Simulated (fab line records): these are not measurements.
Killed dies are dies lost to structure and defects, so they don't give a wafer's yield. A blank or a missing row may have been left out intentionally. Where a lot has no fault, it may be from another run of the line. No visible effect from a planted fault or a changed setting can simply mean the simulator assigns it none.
Matching of chambers / flow nand-harc / cmp-03 running NHARC_P_BONDPAD_CMP_32: 4 sister chambers
The step polishes SiCN, target thk 200 nm. 4 wafers are shown with their chamber, then 11 later ones without.

== WAFERS WITH THEIR CHAMBER ==
wafer=L086.2; chamber=0; motor-current-A (A)=12.2
wafer=L086.4; chamber=2; motor-current-A (A)=12.6
wafer=L086.6; chamber=1; motor-current-A (A)=14.9
wafer=L089.1; chamber=3; motor-current-A (A)=11.9

== WAFERS MISSING THEIR CHAMBER ==
wafer=L089.4; motor-current-A (A)=14.7
wafer=L089.5; motor-current-A (A)=11.1
wafer=L090.3; motor-current-A (A)=14.9
wafer=L090.4; motor-current-A (A)=12.1
wafer=L090.6; motor-current-A (A)=15.0
wafer=L093.2; motor-current-A (A)=13.9
wafer=L093.3; motor-current-A (A)=11.6
wafer=L093.5; motor-current-A (A)=14.1
wafer=L096.3; motor-current-A (A)=11.4
wafer=L096.5; motor-current-A (A)=12.9
wafer=L096.6; motor-current-A (A)=14.9

== EACH ONE'S CHAMBER ==
wafer=L089.4; from the rows above=1; in truth=1
wafer=L089.5; from the rows above=can't be placed: 3 or 0 or 2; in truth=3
wafer=L090.3; from the rows above=1; in truth=1
wafer=L090.4; from the rows above=can't be placed: 0 or 3 or 2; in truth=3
wafer=L090.6; from the rows above=1; in truth=1
wafer=L093.2; from the rows above=can't be placed: 1 or 2 or 0 or 3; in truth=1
wafer=L093.3; from the rows above=can't be placed: 3 or 0 or 2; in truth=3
wafer=L093.5; from the rows above=can't be placed: 1 or 2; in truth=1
wafer=L096.3; from the rows above=can't be placed: 3 or 0 or 2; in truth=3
wafer=L096.5; from the rows above=can't be placed: 2 or 0 or 3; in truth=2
wafer=L096.6; from the rows above=1; in truth=1
Placed correctly: 4 of 11. Unplaceable from these rows: 7, with the true chamber sitting among the candidates in 7. Number placed wrongly: 0.
How it was worked out, from the rows above alone: a wafer's distance from a chamber is the root of the sum, over the readings, of the square of ((its reading less the chamber's mean) divided by the reading's scatter). If the next closest chamber is less than 2 further off than the closest, the wafer can't be placed; otherwise it belongs to the closest. Each chamber's mean is taken over the wafers shown for it. The scatter: with one shown wafer a chamber, the root of the mean of the squares of how far each hidden wafer lies from its nearest shown one.
